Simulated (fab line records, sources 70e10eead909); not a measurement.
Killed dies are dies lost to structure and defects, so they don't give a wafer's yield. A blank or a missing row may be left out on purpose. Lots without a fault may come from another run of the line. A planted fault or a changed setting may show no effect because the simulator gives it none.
fab line records | flow nand_harc
record lots=12 wafers=36 last_day=24
route steps=1159 shown P_ZERO_WELL@4 P_STI@100 END@1159
lots that met no fault: from a run of the same line without faults
start_h: hours from the record's first day to the start of the lot's first wafer shown | wait_h: hours since the lot's step before | " the same as in the row above | L1.1+2: a row that stands for several wafers | - no value, or no start given | * or withheld: withheld | < > ~ a bound
route shown NAME@n: a module of which the file shows steps, and the number in the route of the first | usual: mean/standard deviation of fault-free wafers | same: alike in all rows | chamber/n: place in a boat | sites: the reading at each site | _std_site: their standard deviation | _edge_site: outer sites' mean less inner sites' | radius_mm: how far each site lies from the wafer's centre | mask NAME#n: copy n | behind: the tool/chamber that last shaped the wafer | hold: why the lot was held/for how many hours/how that ended | device: the transistor (n, p or np) that didn't switch | end of line: the same wafers' tests at the end of the route | a step without rows: its recipe alone | killed: dies lost to structure and defects at the first sort, not the wafer's yield | map: a wafer's dies, x killed, . not, _ none there
set.NAME: the setting as run; set.NAME@STEP: as run at that earlier step | model.NAME: the simulator's own value behind a step, which no gauge read
steps of the route over a sample of lots; a table a step, a row a wafer
services: from which hour (start_h, from the record's first day; less than 0 if before it) a tool's chamber was out of use, for how many hours, and why
## steps
# step NHARC_P_ZERO_WELL_PECVD_02
# recipe target_thk_a=100 temp_c=400 pressure_torr=6.5 rf_w=withheld teos_flow_sccm=withheld flow_sccm=2650 target_thk_nm=10 gas=O2 material=SiO2
# usual chamber_pressure_Torr=6.500/0.013
# columns lot.wafer tool chamber start_h wait_h chamber_pressure_Torr since_wet_clean_h
L965.1 pecvd-04 2 12.46 - 6.488 166
L965.6 " 2 " " 6.488 -
L965.5 " 1 " " 6.507 -
L967.1 pecvd-03 0 24.56 - 6.505 81
L967.3 " 1 " " 6.502 -
L967.5 " 0 " " 6.490 -
L969.3 pecvd-04 1 36.55 - 6.504 10
L969.6 " 0 " " 6.503 -
L969.4 " 2 " " 6.525 -
L970.2 pecvd-04 1 42.49 - 6.504 16
L970.3 " 0 " " 6.510 16
L970.6 " 2 " " 6.533 -
L973.2 pecvd-03 2 60.44 - 6.484 117
L973.1 " 0 " " 6.486 117
L973.5 " 0 " " 6.498 -
L975.1 pecvd-03 0 72.52 - 6.483 129
L975.6 " 1 " " 6.526 -
L975.5 " 2 " " 6.488 -
L976.2 pecvd-03 0 78.48 - 6.498 135
L976.6 " 2 " " 6.492 -
L976.5 " 1 " " 6.509 -
L978.3 pecvd-02 0 90.46 - 6.484 105
L978.2 " 1 " " 6.522 105
L978.1 " 2 " " 6.516 105
L979.1 pecvd-03 1 96.44 - 6.493 153
L979.2 " 0 " " 6.497 153
L979.4 " 0 " " 6.482 -
L980.3 pecvd-03 0 102.59 - - -
L980.6 " 1 " " - -
L980.5 " 2 " " - -
L981.1 pecvd-03 1 108.51 - - -
L981.3 " 2 " " - -
L981.5 " 2 " " - -
L983.1 pecvd-04 1 120.45 - 6.500 93
L983.3 " 2 " " 6.507 94
L983.4 " 0 " " 6.504 -
# step NHARC_P_ZERO_WELL_DESCUM_13
# recipe time_s=3 o2_flow_sccm=200 ar_flow_sccm=0 bias_power_w=0 chemistry=O2
# usual drypump_motor_current_A=6.0/0.41 oes_product_au=1.002/0.012 rf_vpp_V=58.0/0.86 showerhead_plenum_p_Torr=1.95/0.054 throttle_valve_pct=11.312/0.0094
# columns lot.wafer tool chamber start_h wait_h drypump_motor_current_A oes_product_au rf_hours_counter_h rf_vpp_V showerhead_plenum_p_Torr throttle_valve_pct
L965.1 rie_diel-10 1 13.54 - 5.6 1.021 0 57.2 1.98 11.311
L965.5 " 2 " " 6.1 1.005 - 58.9 1.93 11.304
L965.6 " 3 " " 6.6 1.019 - 58.2 2.05 11.303
L967.3 rie_diel-04 3 25.51 - 6.4 0.993 4 57.9 1.93 11.323
L967.1 " 0 " " 6.0 0.999 3 57.1 1.93 11.309
L967.5 " 3 " " 6.4 0.986 - 58.1 1.94 11.319
L969.4 rie_diel-04 3 37.48 - 6.4 0.995 6 57.1 1.93 11.310
L969.3 " 1 " " 6.0 1.008 4 58.5 1.89 11.312
L969.6 " 2 " " 6.4 1.000 - 58.4 1.89 11.310
L970.2 rie_diel-10 2 43.32 - 6.1 1.012 3 57.4 1.93 11.318
L970.3 " 3 " " 6.6 1.013 3 59.3 2.05 11.308
L970.6 " 1 " " 5.6 1.018 - 58.7 1.98 11.303
L973.1 rie_diel-09 1 61.40 - 6.3 1.004 13 58.4 1.91 11.309
L973.2 " 2 " " 5.1 1.019 13 58.8 1.94 11.306
L973.5 " 2 " " 5.1 1.003 - 57.5 1.94 11.311
L975.1 rie_diel-09 3 73.41 - 6.0 0.997 11 59.8 1.91 11.327
L975.6 " 2 " " 5.1 1.005 - 57.9 1.95 11.308
L975.5 " 3 " " 6.0 1.001 - 57.8 1.91 11.308
L976.2 rie_diel-10 1 79.41 - 5.6 1.014 4 57.4 1.98 11.312
L976.5 " 3 " " 6.6 1.016 - 59.1 2.05 11.298
L976.6 " 0 " " 5.7 0.998 - 57.7 1.97 11.319
L978.3 rie_diel-04 2 91.29 - 6.4 1.006 8 59.3 1.89 11.320
L978.2 " 3 " " 6.4 0.990 9 58.9 1.93 11.306
L978.1 " 0 " " 6.0 1.020 6 57.7 1.93 11.322
L979.2 rie_diel-04 1 97.39 - 6.0 1.002 7 57.0 1.89 11.324
L979.4 " 2 " " 6.4 1.008 9 58.1 1.89 11.290
L979.1 " 0 " " 6.0 1.009 7 57.8 1.93 11.293
L980.3 rie_diel-04 1 103.52 - 6.0 1.004 - 58.7 1.89 11.312
L980.6 " 0 " " 6.0 1.009 - 58.3 1.93 11.302
L980.5 " 1 " " 6.0 1.000 - 58.5 1.89 11.318
L981.3 rie_diel-10 3 109.47 - 6.6 0.999 8 59.6 2.05 11.297
L981.1 " 2 " " 6.0 0.990 9 57.5 1.92 11.307
L981.5 " 0 " " 5.7 0.992 - 57.6 1.97 11.306
L983.3 rie_diel-04 2 121.30 - 6.4 1.003 0 59.0 1.89 11.300
L983.1 " 0 " " 6.1 1.021 0 58.3 1.93 11.288
L983.4 " 0 " " 6.0 1.012 - 56.9 1.93 11.308
# step NHARC_P_ZERO_WELL_DESCUM_54
# recipe time_s=3 o2_flow_sccm=200 ar_flow_sccm=0 bias_power_w=0 chemistry=O2
# usual drypump_motor_current_A=6.0/0.44 oes_product_au=1.004/0.013 rf_vpp_V=57.9/0.86 showerhead_plenum_p_Torr=1.95/0.053 throttle_valve_pct=11.311/0.0095
# columns lot.wafer tool chamber start_h wait_h drypump_motor_current_A oes_product_au rf_hours_counter_h rf_vpp_V showerhead_plenum_p_Torr throttle_valve_pct
L965.1 rie_diel-04 0 17.79 - 6.0 1.000 2 56.8 1.93 11.310
L965.6 " 0 " " 6.0 0.991 - 58.8 1.94 11.299
L965.5 " 1 " " 6.0 1.004 - 58.0 1.89 11.307
L967.3 rie_diel-10 2 32.55 - 6.1 1.010 2 58.8 1.93 11.312
L967.1 " 3 " " 6.6 1.019 1 59.7 2.05 11.297
L967.5 " 2 " " 6.1 1.010 - 57.1 1.93 11.309
L969.4 rie_diel-04 2 42.16 - 6.4 0.988 5 58.1 1.89 11.300
L969.3 " 3 " " 6.4 0.987 6 58.9 1.93 11.309
L969.6 " 2 " " 6.4 0.997 - 58.1 1.89 11.319
L970.3 rie_diel-10 3 47.84 - 6.5 1.018 4 57.9 2.05 11.312
L970.2 " 0 " " 5.7 1.011 3 57.1 1.97 11.316
L970.6 " 3 " " 6.6 1.021 - 57.8 2.05 11.305
L973.1 rie_diel-04 2 65.94 - 6.3 0.997 6 58.3 1.89 11.311
L973.2 " 0 " " 6.0 1.000 4 57.4 1.93 11.320
L973.5 " 1 " " 6.0 0.997 - 58.4 1.89 11.310
L975.1 rie_diel-10 0 77.94 - 5.7 0.994 4 57.6 1.97 11.320
L975.5 " 0 " " 5.7 1.001 - 58.6 1.97 11.297
L975.6 " 1 " " 5.6 1.006 - 56.6 1.98 11.280
L976.2 rie_diel-04 3 83.93 - 6.4 0.978 8 58.9 1.93 11.309
L976.5 " 2 " " 6.4 0.993 - 58.5 1.89 11.313
L976.6 " 3 " " 6.4 0.982 - 58.3 1.93 11.311
L978.3 rie_diel-04 0 95.84 - 6.0 1.005 6 59.0 1.93 11.313
L978.1 " 1 " " 6.0 1.015 7 58.3 1.89 11.303
L978.2 " 3 " " 6.4 0.985 9 57.6 1.93 11.314
L979.1 rie_diel-09 0 102.02 - 5.3 1.021 2 58.0 2.04 11.310
L979.2 " 1 " " 6.3 0.993 3 58.1 1.91 11.324
L979.4 " 2 " " 5.1 1.010 2 59.2 1.94 11.308
L980.3 rie_diel-09 2 108.26 - 5.1 1.014 3 58.8 1.94 11.313
L980.5 " 1 " " 6.3 0.993 - 56.4 1.91 11.311
L980.6 " 2 " " 5.1 1.009 - 57.7 1.94 11.300
L981.3 rie_diel-09 0 113.93 - 5.3 0.999 3 59.5 2.04 11.324
L981.1 " 2 " " 5.1 1.004 3 58.4 1.94 11.313
L981.5 " 0 " " 5.3 1.004 - 58.1 2.04 11.306
L983.3 rie_diel-10 0 125.71 - 5.7 1.013 9 58.2 1.97 11.318
L983.1 " 1 " " 5.6 1.009 10 59.2 1.98 11.313
L983.4 " 2 " " 6.1 0.991 9 58.5 1.92 11.311
# step NHARC_P_STI_CMP_21
# recipe t_overpolish_s=20 target_thk_nm=380.67
# usual motor_current_A=12.3/1.4 overpolish_run_s=20.001/0.0084
# columns lot.wafer tool chamber start_h wait_h motor_current_A overpolish_run_s
L965.1 cmp-03 3 50.73 0.4 12.6 19.998
L965.6 " 2 " " 12.0 19.999
L965.5 " 3 " " 12.9 20.007
L967.1 cmp-04 0 73.39 0.4 9.8 20.002
L967.3 " 1 " " 11.7 19.999
L967.5 " 1 " " 11.9 20.002
L969.3 cmp-03 2 81.69 0.4 12.6 20.014
L969.4 " 0 " " 15.8 19.989
L969.6 " 2 " " 12.2 20.001
L970.2 cmp-04 1 81.74 0.4 11.7 20.008
L970.3 " 2 " " 12.2 20.009
L970.6 " 0 " " 10.1 20.006
L973.2 cmp-03 2 106.19 0.5 11.7 19.996
L973.1 " 3 " " 13.3 20.006
L973.5 " 2 " " 12.2 19.997
L975.1 cmp-03 0 110.66 0.4 15.2 20.016
L975.6 " 2 " " 11.9 19.992
L975.5 " 3 " " 13.1 19.986
L978.2 cmp-04 2 133.20 0.4 12.0 19.999
L978.1 " 3 " " 11.0 19.994
L978.3 " 1 " " 12.3 19.985
L976.2 cmp-01 3 133.23 0.4 11.8 19.985
L976.5 " 2 " " 12.8 19.995
L976.6 " 3 " " 11.9 20.012
L979.1 cmp-03 1 137.75 0.4 13.9 20.016
L979.4 " 2 " " 12.1 19.987
L979.2 " 3 " " 12.0 19.996
L981.3 cmp-03 0 150.98 0.4 15.6 20.002
L981.1 " 3 " " 12.9 19.992
L981.5 " 0 " " 14.9 20.014
L980.3 cmp-01 3 151.00 0.4 12.2 20.001
L980.6 " 2 " " 12.9 20.021
L980.5 " 3 " " 11.5 20.015
L983.1 cmp-04 0 163.38 0.4 9.9 19.999
L983.3 " 1 " " 11.7 20.003
L983.4 " 2 " " 12.3 20.003
# step NHARC_END_SORT_01
# recipe temp_c=25
# usual killed_at_array=29/10 killed_at_other=0.7/1.1 killed_at_periphery=3.3/2.4 killed_dies=33/11 killed_open=3.3/2 killed_short=1.9/1.3
# same gross_dies=677
# columns lot.wafer tool chamber start_h wait_h killed_at_array killed_at_other killed_at_periphery killed_dies killed_open killed_short
L975.1 prober-01 0 505.89 2.5 30 0 1 31 2 3
L975.5 prober-01 0 509.10 3.7 30 0 2 32 4 2
L975.6 prober-01 0 509.91 4.0 27 0 0 27 1 1
L979.1 prober-02 0 549.52 2.5 40 0 4 44 5 2
L979.2 prober-02 0 550.32 2.8 35 1 4 40 5 2
L979.4 prober-02 0 551.91 3.4 27 0 5 32 5 1
L976.2 prober-01 0 550.37 2.8 29 2 4 35 2 0
L976.5 prober-01 0 552.77 3.7 37 1 7 45 9 2
L976.6 prober-01 0 553.57 4.0 25 1 5 31 2 1
L981.1 prober-02 0 557.75 2.5 40 0 2 42 1 3
L981.3 prober-02 0 559.36 3.1 40 3 2 45 4 3
L981.5 prober-02 0 560.96 3.7 50 0 7 57 5 1
L983.3 prober-01 0 568.21 3.1 32 0 5 37 2 1
L983.4 prober-01 0 569.01 3.4 29 1 0 30 2 1
# killed by level:class
L975.1 A_CHANNEL_HOLE_D1:chamber_film_flake=18 A_STAIRCASE:chamber_film_flake=6 A_WL_FILL:geometric_particle:short=2 A_SGD_CUT:geometric_particle:open=1 A_BLC:geometric_particle:short=1 A_M1:geometric_particle:open=1 P_GATE:chamber_film_flake=1 A_CONTACT:chamber_film_flake=1
L975.5 A_CHANNEL_HOLE_D1:chamber_film_flake=19 A_STAIRCASE:chamber_film_flake=3 A_CONTACT:chamber_film_flake=3 P_CONTACT:geometric_particle:open=1 P_M0:geometric_particle:short=1 A_ONON_D1:geometric_particle:short=1 A_ONON_D1:geometric_particle:open=1 A_SGD_CUT:geometric_particle:open=1
L975.6 A_CHANNEL_HOLE_D1:chamber_film_flake=19 A_STAIRCASE:chamber_film_flake=4 A_CONTACT:chamber_film_flake=2 A_CHANNEL_FILL_D1:geometric_particle:short=1 A_CONTACT:geometric_particle:open=1
L979.1 A_CHANNEL_HOLE_D1:chamber_film_flake=25 A_STAIRCASE:chamber_film_flake=7 A_M0:geometric_particle:open=3 P_CONTACT:chamber_film_flake=2 P_GATE:geometric_particle:open=1 A_SOURCE_PLATE:geometric_particle:open=1 A_SOURCE_PLATE:geometric_particle:short=1 A_M0:geometric_particle:short=1
L979.2 A_CHANNEL_HOLE_D1:chamber_film_flake=22 A_STAIRCASE:chamber_film_flake=5 A_CONTACT:geometric_particle:open=3 A_WL_FILL:geometric_particle:short=2 P_STI:chamber_film_flake=2 P_GATE:geometric_particle:open=1 A_SGD_CUT:geometric_particle:open=1 P_CONTACT:chamber_film_flake=1
L976.2 A_SLIT:chamber_film_flake=14 A_CHANNEL_HOLE_D1:chamber_film_flake=9 A_CONTACT:chamber_film_flake=5 THIN_TSV:chamber_film_flake=2 P_CONTACT:geometric_particle:open=1 A_SOURCE_PLATE:geometric_particle:open=1 P_STI:chamber_film_flake=1 P_GATE:chamber_film_flake=1
L979.4 A_CHANNEL_HOLE_D1:chamber_film_flake=18 A_STAIRCASE:chamber_film_flake=4 P_M0:geometric_particle:open=2 P_CONTACT:chamber_film_flake=2 A_WL_FILL:chamber_film_flake=2 P_CONTACT:geometric_particle:open=1 A_SOURCE_PLATE:geometric_particle:open=1 A_ONON_D1:geometric_particle:short=1
L976.5 A_SLIT:chamber_film_flake=16 A_CHANNEL_HOLE_D1:chamber_film_flake=11 A_CONTACT:chamber_film_flake=3 P_STI:geometric_particle:open=2 P_CONTACT:geometric_particle:open=2 P_CONTACT:chamber_film_flake=2 A_CHANNEL_FILL_D1:geometric_particle:open=1 A_WL_FILL:geometric_particle:open=1
L976.6 A_SLIT:chamber_film_flake=17 P_M1:chamber_film_flake=3 A_CHANNEL_HOLE_D1:chamber_film_flake=3 A_CONTACT:chamber_film_flake=3 P_GATE:geometric_particle:open=1 A_SGD_CUT:geometric_particle:short=1 A_WL_FILL:geometric_particle:open=1 P_GATE:chamber_film_flake=1
L981.1 A_CHANNEL_HOLE_D1:chamber_film_flake=20 A_SLIT:chamber_film_flake=15 P_GATE:geometric_particle:short=1 A_CHANNEL_FILL_D1:geometric_particle:open=1 A_STAIRCASE:geometric_particle:short=1 A_WL_FILL:geometric_particle:short=1 P_M2:chamber_film_flake=1 A_STAIRCASE:chamber_film_flake=1
L981.3 A_CHANNEL_HOLE_D1:chamber_film_flake=22 A_SLIT:chamber_film_flake=13 A_BLC:geometric_particle:open=2 THIN_TSV:chamber_film_flake=2 P_CONTACT:geometric_particle:open=1 A_ONON_D1:geometric_particle:short=1 A_SGD_CUT:geometric_particle:short=1 A_CONTACT:geometric_particle:open=1
L981.5 A_CHANNEL_HOLE_D1:chamber_film_flake=24 A_SLIT:chamber_film_flake=19 P_M2:chamber_film_flake=3 A_CONTACT:geometric_particle:open=2 P_STI:chamber_film_flake=2 P_GATE:geometric_particle:open=1 A_ONON_D1:geometric_particle:open=1 A_WL_FILL:geometric_particle:open=1
L983.3 A_CHANNEL_HOLE_D1:chamber_film_flake=27 P_ZERO_WELL:chamber_film_flake=4 A_CHANNEL_HOLE_D1:geometric_particle:short=1 A_CHANNEL_FILL_D1:geometric_particle:open=1 A_M0:geometric_particle:open=1 P_GATE:chamber_film_flake=1 A_ZERO_WELL:chamber_film_flake=1 A_STAIRCASE:chamber_film_flake=1
L983.4 A_CHANNEL_HOLE_D1:chamber_film_flake=21 A_CONTACT:chamber_film_flake=4 A_CHANNEL_FILL_D1:geometric_particle:open=1 A_M0:geometric_particle:open=1 STARTING-WAFER:geometric_particle:short=1 A_ZERO_WELL:chamber_film_flake=1 A_STAIRCASE:chamber_film_flake=1
## services
# columns tool chamber start_h hours kind
rie_diel-10 - -0.33 9.0 pm
pecvd-03 1 6.40 3.0 repair
cmp-04 - 7.00 4.0 pm
pecvd-04 0 7.46 8.8 repair
pecvd-04 - 14.00 13.0 pm
cmp-04 - 19.92 2.0 repair
pecvd-03 2 21.62 17.0 repair
cmp-03 - 32.44 0.5 repair
rie_diel-09 3 39.35 7.5 repair
rie_diel-10 - 47.98 5.0 repair
cmp-03 - 52.51 2.6 repair
cmp-03 - 58.08 4.0 pm
cmp-03 - 73.28 2.1 repair
rie_diel-09 - 77.11 9.0 pm
cmp-04 - 81.86 2.6 repair
rie_diel-10 2 83.79 1.7 repair
rie_diel-04 2 99.60 20.7 repair
rie_diel-04 3 103.17 32.4 repair
rie_diel-04 - 110.81 0.3 repair
pecvd-03 - 111.15 13.0 pm
rie_diel-04 - 112.14 9.0 pm
cmp-03 - 124.33 1.0 repair
cmp-03 - 156.08 4.0 pm
rie_diel-04 3 162.47 14.1 repair
## key
first_sign step=NHARC_P_ZERO_WELL_PECVD_02 reading=tool_record direction=missing
effect none on later readings
met_at NHARC_P_ZERO_WELL_PECVD_02
struck_lots L980,L981
tester_left_out L980,L981
not_acting_at NHARC_P_ZERO_WELL_DESCUM_13,NHARC_P_ZERO_WELL_DESCUM_54,NHARC_P_STI_CMP_21
onset_between 96.44 102.59
fault kind=skipped_step_whole tool=pecvd-03 chamber=- onset_h=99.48 steps=NHARC_P_ZERO_WELL_PECVD_02 scope=struck_lots_only
# tester_left_out: of these lots the tester's yield and bins aren't shown, on N5 and GAA mostly nor the transistor test; their killed dies are dies lost to structure and defects alone, not to doping, threshold or leakage, so they don't give the yield
